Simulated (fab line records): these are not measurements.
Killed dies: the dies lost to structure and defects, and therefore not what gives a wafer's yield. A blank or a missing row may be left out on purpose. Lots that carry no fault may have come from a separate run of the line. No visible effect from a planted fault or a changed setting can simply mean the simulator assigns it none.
Matching of chambers + flow n5-finfet + 3 sister chambers for N5_BEOL_M11_ILD_DEP_00 on pecvd-04
The step deposits SiCOH lowk from DEMS/porogen, target thk 308.51 nm, time 58 s. 3 wafers are shown with their chamber, then 7 later ones without.

## WAFERS, EACH WITH ITS CHAMBER
| wafer  | chamber | throttle-valve-pct (%) |
|--------|---------|------------------------|
| L093.5 | 2       | 13.7                   |
| L092.1 | 1       | 13.5                   |
| L092.2 | 0       | 15.7                   |

## WAFERS WITHOUT THEIR CHAMBER
| wafer  | throttle-valve-pct (%) |
|--------|------------------------|
| L092.6 | 15.4                   |
| L095.4 | 13.3                   |
| L095.5 | 13.4                   |
| L095.6 | 15.6                   |
| L096.2 | 13.3                   |
| L096.3 | 15.1                   |
| L096.6 | 13.5                   |

## THE CHAMBER EACH PASSED THROUGH
| wafer  | from the rows above     | in truth |
|--------|-------------------------|----------|
| L092.6 | 0                       | 0        |
| L095.4 | can't be placed: 1 or 2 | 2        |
| L095.5 | can't be placed: 1 or 2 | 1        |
| L095.6 | 0                       | 0        |
| L096.2 | can't be placed: 1 or 2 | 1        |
| L096.3 | 0                       | 0        |
| L096.6 | can't be placed: 1 or 2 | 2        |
3 of 7 placed correctly. Unplaceable from these rows: 4, with the true chamber sitting among the candidates in 4. Wrongly placed: 0.
How it was worked out, from the rows above alone: a wafer's distance from a chamber is the root of the sum, over the readings, of the square of ((its reading less the chamber's mean) divided by the reading's scatter). If the next closest chamber is less than 2 further off than the closest, the wafer can't be placed; otherwise it belongs to the closest. Each chamber's mean is taken over the wafers shown for it. The scatter (one wafer shown for each chamber): square how far every hidden wafer sits from the nearest shown wafer, average those squares and take the square root.
